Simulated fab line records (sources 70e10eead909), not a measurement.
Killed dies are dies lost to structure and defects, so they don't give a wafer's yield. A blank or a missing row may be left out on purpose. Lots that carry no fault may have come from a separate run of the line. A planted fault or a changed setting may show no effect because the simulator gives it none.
Which tool was responsible? / flow nand harc / 12 lots with 36 wafers sampled at 6 steps, on a route of 1159 steps

## WHAT EACH GAUGE READ, for each wafer
NHARC_A_M1_THK_MEAS_24: measures by xrf. Usual: 154.2 nm for thk nm, sd 1.8.
lot=L498; measured=day 17 21:43; on=film metro-01; thk nm (nm)=154.9 154.1 154.1; flag=
lot=L499; measured=day 18 10:31; on=film metro-02; thk nm (nm)=156.2 155.5 153.1; flag=
lot=L496; measured=day 18 11:15; on=film metro-01; thk nm (nm)=153.5 153.3 154.7; flag=
lot=L500; measured=day 18 12:11; on=film metro-01; thk nm (nm)=153.6 158.0 152.9; flag=
lot=L501; measured=day 18 15:07; on=film metro-02; thk nm (nm)=151.0 155.7 154.5; flag=
lot=L502; measured=day 20 11:31; on=film metro-02; thk nm (nm)=154.0 156.4 153.7; flag=
lot=L505; measured=day 20 12:46; on=film metro-01; thk nm (nm)=151.8 155.3 152.5; flag=
lot=L506; measured=day 20 18:03; on=film metro-01; thk nm (nm)=152.8 150.2 152.3; flag=
lot=L509; measured=day 21 19:08; on=film metro-01; thk nm (nm)=152.9 156.4 153.9; flag=
lot=L514; measured=day 22 00:58; on=film metro-01; thk nm (nm)=400.2 402.2 398.8; flag=OFF
lot=L515; measured=day 22 05:18; on=film metro-02; thk nm (nm)=390.9 400.5 395.4; flag=OFF
lot=L519; measured=day 23 16:19; on=film metro-02; thk nm (nm)=156.5 154.9 155.8; flag=

NHARC_END_SORT_01. Usual: defect limited yield 95.3 %, standard deviation 1.3; killed at array 28, standard deviation 9.1; killed at other 0.6, standard deviation 0.87; killed at periphery 3.4, standard deviation 2.7; killed dies 32, standard deviation 9; killed open 3.2, standard deviation 1.9; killed short 2.0, standard deviation 1.3; sort_bin_2_pct 1.5 %, standard deviation 0.57; sort_bin_3_pct 0.26 %, standard deviation 0.22; sort_bin_4_pct 2.9 %, standard deviation 0.91; sort n pass 645, standard deviation 9; sort rim yield pct 93 %, standard deviation 3.3; sort yield pct 95.3 %, standard deviation 1.3.
lot=L500; measured=day 20 12:23; on=prober-02; defect limited yield (%)=95.6 96.2 94.2; killed at array=28 22 33; killed at other=1 2 0; killed at periphery=1 2 6; killed dies=30 26 39; killed open=4 2 4; killed short=1 1 2; sort_bin_2_pct (%)=1.8 0.9 1.8; sort_bin_3_pct (%)=0 0 0.30; sort_bin_4_pct (%)=2.7 3.0 3.7; sort n pass=647 651 638; sort rim yield pct (%)=94 95 90; sort yield pct (%)=95.6 96.2 94.2; flag=
lot=L506; measured=day 23 06:07; on=prober-02; defect limited yield (%)=96.8 95.3 95.7; killed at array=21 28 26; killed at other=1 0 0; killed at periphery=0 4 3; killed dies=22 32 29; killed open=0 1 1; killed short=3 2 4; sort_bin_2_pct (%)=0.9 1.2 1.3; sort_bin_3_pct (%)=0.15 0.15 0.15; sort_bin_4_pct (%)=2.2 3.4 2.8; sort n pass=655 645 648; sort rim yield pct (%)=97 94 94; sort yield pct (%)=96.8 95.3 95.7; flag=
lot=L509; measured=day 24 21:59; on=prober-02; defect limited yield (%)=94.5 93.5 93.8; killed at array=29 37 35; killed at other=1 2 2; killed at periphery=7 5 5; killed dies=37 44 42; killed open=8 1 2; killed short=5 4 5; sort_bin_2_pct (%)=1.5 1.5 2.2; sort_bin_3_pct (%)=0.30 0.44 0.59; sort_bin_4_pct (%)=3.7 4.6 3.4; sort n pass=640 633 635; sort rim yield pct (%)=94 95 93; sort yield pct (%)=94.5 93.5 93.8; flag=
lot=L514; measured=day 24 12:34; on=prober-02; defect limited yield (%)=0 0 0; killed at array=673 673 673; killed at other=0 1 0; killed at periphery=4 3 4; killed dies=677 677 677; killed open=7 3 6; killed short=1 3 0; sort_bin_2_pct (%)=96.3 96.6 96.0; sort_bin_3_pct (%)=0.15 0.30 0.44; sort_bin_4_pct (%)=3.5 3.1 3.5; sort n pass=0 0 0; sort rim yield pct (%)=0 0 0; sort yield pct (%)=0 0 0; flag=OFF
lot=L515; measured=day 25 04:08; on=prober-02; defect limited yield (%)=0 0 0; killed at array=672 673 673; killed at other=2 0 0; killed at periphery=3 4 4; killed dies=677 677 677; killed open=5 5 0; killed short=0 2 3; sort_bin_2_pct (%)=96.0 94.1 96.5; sort_bin_3_pct (%)=0.44 0.44 0.15; sort_bin_4_pct (%)=3.5 5.5 3.4; sort n pass=0 0 0; sort rim yield pct (%)=0 0 0; sort yield pct (%)=0 0 0; flag=OFF
lot=L519; measured=day 26 12:13; on=prober-02; defect limited yield (%)=93.5 94.5 95.9; killed at array=43 34 25; killed at other=0 0 0; killed at periphery=1 3 3; killed dies=44 37 28; killed open=3 4 2; killed short=4 3 1; sort_bin_2_pct (%)=2.7 1.6 0.9; sort_bin_3_pct (%)=0.59 0.15 0.15; sort_bin_4_pct (%)=3.2 3.7 3.1; sort n pass=633 640 649; sort rim yield pct (%)=92 92 92; sort yield pct (%)=93.5 94.5 95.9; flag=

## WHICH TOOL RAN EACH LOT (tool, then ch and the chambers of the sampled wafers, then the start)
lot=L498; NHARC_A_M1_PVD_21=pvd sputter-02, day 17 21:04 or earlier; NHARC_A_M1_ANNEAL_31=rtp anneal-02 ch 0, day 17 21:04; NHARC_A_M1_CMP_23=cmp-01 ch 0,2,3, day 17 21:26; NHARC_A_BONDPAD_DEP_00=pecvd-02 ch 0,1, day 17 22:34
lot=L499; NHARC_A_M1_PVD_21=pvd sputter-02, day 18 09:51 or earlier; NHARC_A_M1_ANNEAL_31=rtp anneal-01 ch 0, day 18 09:51; NHARC_A_M1_CMP_23=cmp-04 ch 1,2,3, day 18 10:12; NHARC_A_BONDPAD_DEP_00=pecvd-03 ch 0,1,2, day 18 11:32
lot=L496; NHARC_A_M1_PVD_21=pvd sputter-02, day 18 10:38 or earlier; NHARC_A_M1_ANNEAL_31=rtp anneal-02 ch 0, day 18 10:38; NHARC_A_M1_CMP_23=cmp-03 ch 0,3, day 18 10:56; NHARC_A_BONDPAD_DEP_00=pecvd-03 ch 0,1, day 18 12:08
lot=L500; NHARC_A_M1_PVD_21=pvd sputter-01, day 18 11:33 or earlier; NHARC_A_M1_ANNEAL_31=rtp anneal-02 ch 0, day 18 11:33; NHARC_A_M1_CMP_23=cmp-01 ch 0,2,3, day 18 11:54; NHARC_A_BONDPAD_DEP_00=pecvd-03 ch 0,1, day 18 13:11
lot=L501; NHARC_A_M1_PVD_21=pvd sputter-02, day 18 14:26 or earlier; NHARC_A_M1_ANNEAL_31=rtp anneal-02 ch 0, day 18 14:26; NHARC_A_M1_CMP_23=cmp-04 ch 0,2,3, day 18 14:47; NHARC_A_BONDPAD_DEP_00=pecvd-02 ch 1,2, no start
lot=L502; NHARC_A_M1_PVD_21=pvd sputter-01, day 20 10:50 or earlier; NHARC_A_M1_ANNEAL_31=rtp anneal-02 ch 0, day 20 10:50; NHARC_A_M1_CMP_23=cmp-01 ch 1,2,3, day 20 11:11; NHARC_A_BONDPAD_DEP_00=pecvd-04 ch 0,1,2, no start
lot=L505; NHARC_A_M1_PVD_21=pvd sputter-02, day 20 12:16 or earlier; NHARC_A_M1_ANNEAL_31=rtp anneal-01 ch 0, day 20 12:16; NHARC_A_M1_CMP_23=cmp-04 ch 0,1,2, day 20 12:32; NHARC_A_BONDPAD_DEP_00=pecvd-03 ch 0,1,2, day 20 13:46
lot=L506; NHARC_A_M1_PVD_21=pvd sputter-03, day 20 17:26 or earlier; NHARC_A_M1_ANNEAL_31=rtp anneal-01 ch 0, day 20 17:26; NHARC_A_M1_CMP_23=cmp-04 ch 0,1,2, day 20 17:44; NHARC_A_BONDPAD_DEP_00=pecvd-04 ch 1,2, day 20 18:55
lot=L509; NHARC_A_M1_PVD_21=pvd sputter-03, day 21 18:34 or earlier; NHARC_A_M1_ANNEAL_31=rtp anneal-02 ch 0, day 21 18:34; NHARC_A_M1_CMP_23=cmp-03 ch 0,1, day 21 18:50; NHARC_A_BONDPAD_DEP_00=pecvd-03 ch 1,2, day 21 20:01
lot=L514; NHARC_A_M1_PVD_21=pvd sputter-02, day 22 00:19 or earlier; NHARC_A_M1_ANNEAL_31=rtp anneal-02 ch 0, day 22 00:19; NHARC_A_M1_CMP_23=cmp-03 ch 1,2,3, day 22 00:43; NHARC_A_BONDPAD_DEP_00=-
lot=L515; NHARC_A_M1_PVD_21=pvd sputter-01, day 22 04:38 or earlier; NHARC_A_M1_ANNEAL_31=rtp anneal-02 ch 0, day 22 04:38; NHARC_A_M1_CMP_23=cmp-04 ch 1,2,3, day 22 05:01; NHARC_A_BONDPAD_DEP_00=-
lot=L519; NHARC_A_M1_PVD_21=pvd sputter-03, day 23 15:43 or earlier; NHARC_A_M1_ANNEAL_31=rtp anneal-02 ch 0, day 23 15:43; NHARC_A_M1_CMP_23=cmp-03 ch 1,3, day 23 16:01; NHARC_A_BONDPAD_DEP_00=pecvd-04 ch 0,1,2, day 23 17:11
- NHARC_A_M1_PVD_21: deposits Cu, target thk 30 nm, time 20.49 s.
- NHARC_A_M1_ANNEAL_31: time 90 s.
- NHARC_A_M1_CMP_23: polishes, t overpolish 20 s, target thk 154.34 nm.
- NHARC_A_BONDPAD_DEP_00: deposits SiCN, target thk 250 nm.

## AS READ BY THE TOOLS THEMSELVES (means over the sampled wafers that have a number; for cases with no such wafer, the mark the record gives instead)
NHARC_A_M1_PVD_21. Usual: 29.7 % for throttle valve pct, sd 0.89.
lot=L498; tool=pvd sputter-02; throttle valve pct (%)=29.8; flag=
lot=L499; tool=pvd sputter-02; throttle valve pct (%)=29.9; flag=
lot=L496; tool=pvd sputter-02; throttle valve pct (%)=29.9; flag=
lot=L500; tool=pvd sputter-01; throttle valve pct (%)=29.1; flag=
lot=L501; tool=pvd sputter-02; throttle valve pct (%)=29.9; flag=
lot=L502; tool=pvd sputter-01; throttle valve pct (%)=29.0; flag=
lot=L505; tool=pvd sputter-02; throttle valve pct (%)=29.9; flag=
lot=L506; tool=pvd sputter-03; throttle valve pct (%)=29.3; flag=
lot=L509; tool=pvd sputter-03; throttle valve pct (%)=29.5; flag=
lot=L514; tool=pvd sputter-02; throttle valve pct (%)=29.7; flag=
lot=L515; tool=pvd sputter-01; throttle valve pct (%)=29.6; flag=
lot=L519; tool=pvd sputter-03; throttle valve pct (%)=29.4; flag=

NHARC_A_M1_ANNEAL_31. Usual: 226.1 for wafer_temp_C_max, sd 0.38.
lot=L498; tool=rtp anneal-02; wafer_temp_C_max=227.0; flag=
lot=L499; tool=rtp anneal-01; wafer_temp_C_max=226.0; flag=
lot=L496; tool=rtp anneal-02; wafer_temp_C_max=226.4; flag=
lot=L500; tool=rtp anneal-02; wafer_temp_C_max=226.1; flag=
lot=L501; tool=rtp anneal-02; wafer_temp_C_max=226.3; flag=
lot=L502; tool=rtp anneal-02; wafer_temp_C_max=226.3; flag=
lot=L505; tool=rtp anneal-01; wafer_temp_C_max=225.8; flag=
lot=L506; tool=rtp anneal-01; wafer_temp_C_max=226.2; flag=
lot=L509; tool=rtp anneal-02; wafer_temp_C_max=226.5; flag=
lot=L514; tool=rtp anneal-02; wafer_temp_C_max=226.5; flag=
lot=L515; tool=rtp anneal-02; wafer_temp_C_max=225.9; flag=
lot=L519; tool=rtp anneal-02; wafer_temp_C_max=226.4; flag=

NHARC_A_M1_CMP_23. Usual: edge zone pressure frac 0.999, standard deviation 0.0053; motor current A 11.9 A, standard deviation 0.84; slurry filter dp kPa 13.50 kPa, standard deviation 0.14; time to endpoint s 28.7 s, standard deviation 2.6.
lot=L498; tool=cmp-01; edge zone pressure frac=1.001; motor current A (A)=12.0; slurry filter dp kPa (kPa)=13.45; time to endpoint s (s)=30.3; flag=
lot=L499; tool=cmp-04; edge zone pressure frac=1.002; motor current A (A)=11.7; slurry filter dp kPa (kPa)=13.50; time to endpoint s (s)=28.6; flag=
lot=L496; tool=cmp-03; edge zone pressure frac=0.997; motor current A (A)=11.4; slurry filter dp kPa (kPa)=13.44; time to endpoint s (s)=26.2; flag=
lot=L500; tool=cmp-01; edge zone pressure frac=1.004; motor current A (A)=12.1; slurry filter dp kPa (kPa)=13.57; time to endpoint s (s)=26.4; flag=
lot=L501; tool=cmp-04; edge zone pressure frac=0.999; motor current A (A)=12.1; slurry filter dp kPa (kPa)=13.57; time to endpoint s (s)=27.4; flag=
lot=L502; tool=cmp-01; edge zone pressure frac=0.999; motor current A (A)=12.0; slurry filter dp kPa (kPa)=13.47; time to endpoint s (s)=30.0; flag=
lot=L505; tool=cmp-04; edge zone pressure frac=0.997; motor current A (A)=12.4; slurry filter dp kPa (kPa)=13.40; time to endpoint s (s)=24.9; flag=
lot=L506; tool=cmp-04; edge zone pressure frac=0.996; motor current A (A)=12.0; slurry filter dp kPa (kPa)=13.54; time to endpoint s (s)=24.8; flag=
lot=L509; tool=cmp-03; edge zone pressure frac=0.998; motor current A (A)=10.7; slurry filter dp kPa (kPa)=13.49; time to endpoint s (s)=32.4; flag=
lot=L514; tool=cmp-03; edge zone pressure frac=-; motor current A (A)=-; slurry filter dp kPa (kPa)=-; time to endpoint s (s)=-; flag=OFF
lot=L515; tool=cmp-04; edge zone pressure frac=-; motor current A (A)=-; slurry filter dp kPa (kPa)=-; time to endpoint s (s)=-; flag=OFF
lot=L519; tool=cmp-03; edge zone pressure frac=0.997; motor current A (A)=12.0; slurry filter dp kPa (kPa)=13.42; time to endpoint s (s)=31.0; flag=

NHARC_A_BONDPAD_DEP_00. Usual: heater power w 538 W, standard deviation 63; showerhead vpp V 1301 V, standard deviation 81.
lot=L498; tool=pecvd-02; heater power w (W)=471; showerhead vpp V (V)=1239; flag=
lot=L499; tool=pecvd-03; heater power w (W)=584; showerhead vpp V (V)=1354; flag=
lot=L496; tool=pecvd-03; heater power w (W)=546; showerhead vpp V (V)=1377; flag=
lot=L500; tool=pecvd-03; heater power w (W)=552; showerhead vpp V (V)=1350; flag=
lot=L501; tool=pecvd-02; heater power w (W)=541; showerhead vpp V (V)=1223; flag=
lot=L502; tool=pecvd-04; heater power w (W)=573; showerhead vpp V (V)=1284; flag=
lot=L505; tool=pecvd-03; heater power w (W)=560; showerhead vpp V (V)=1348; flag=
lot=L506; tool=pecvd-04; heater power w (W)=613; showerhead vpp V (V)=1249; flag=
lot=L509; tool=pecvd-03; heater power w (W)=538; showerhead vpp V (V)=1346; flag=
lot=L519; tool=pecvd-04; heater power w (W)=563; showerhead vpp V (V)=1279; flag=

## THE ANSWER, worked out from the rows above alone
Rule: a lot is off if the mean of its wafers that have a number lies more than 3 standard deviations from the usual mean. Also off: a lot with no number at a reading for which 4 or more lots have one. Any other lot the step has rows for is counted as sound. Order of review: gauges by route order, followed by the tools' own readings, for which a lot's mean as printed above is used. At the first step where some lot is off, the reading lying furthest off is the one used; lots without a number count as furthest.
Off: L514, L515 (NHARC_A_M1_THK_MEAS_24, thk nm).
If a tool, at a process step before that reading, ran all the lots that are off and no sound lot after the first of them, it fits. Not tried: the gauges at NHARC_A_M1_THK_MEAS_24; whatever is off there is also off at NHARC_END_SORT_01, on other tools, and gauge error can't account for it. With no start given for some of its lots, NHARC_A_M1_PVD_21 uses the hours and lot order of NHARC_A_M1_ANNEAL_31. None of those tried fits.

## WHAT THE SIMULATOR PUT IN
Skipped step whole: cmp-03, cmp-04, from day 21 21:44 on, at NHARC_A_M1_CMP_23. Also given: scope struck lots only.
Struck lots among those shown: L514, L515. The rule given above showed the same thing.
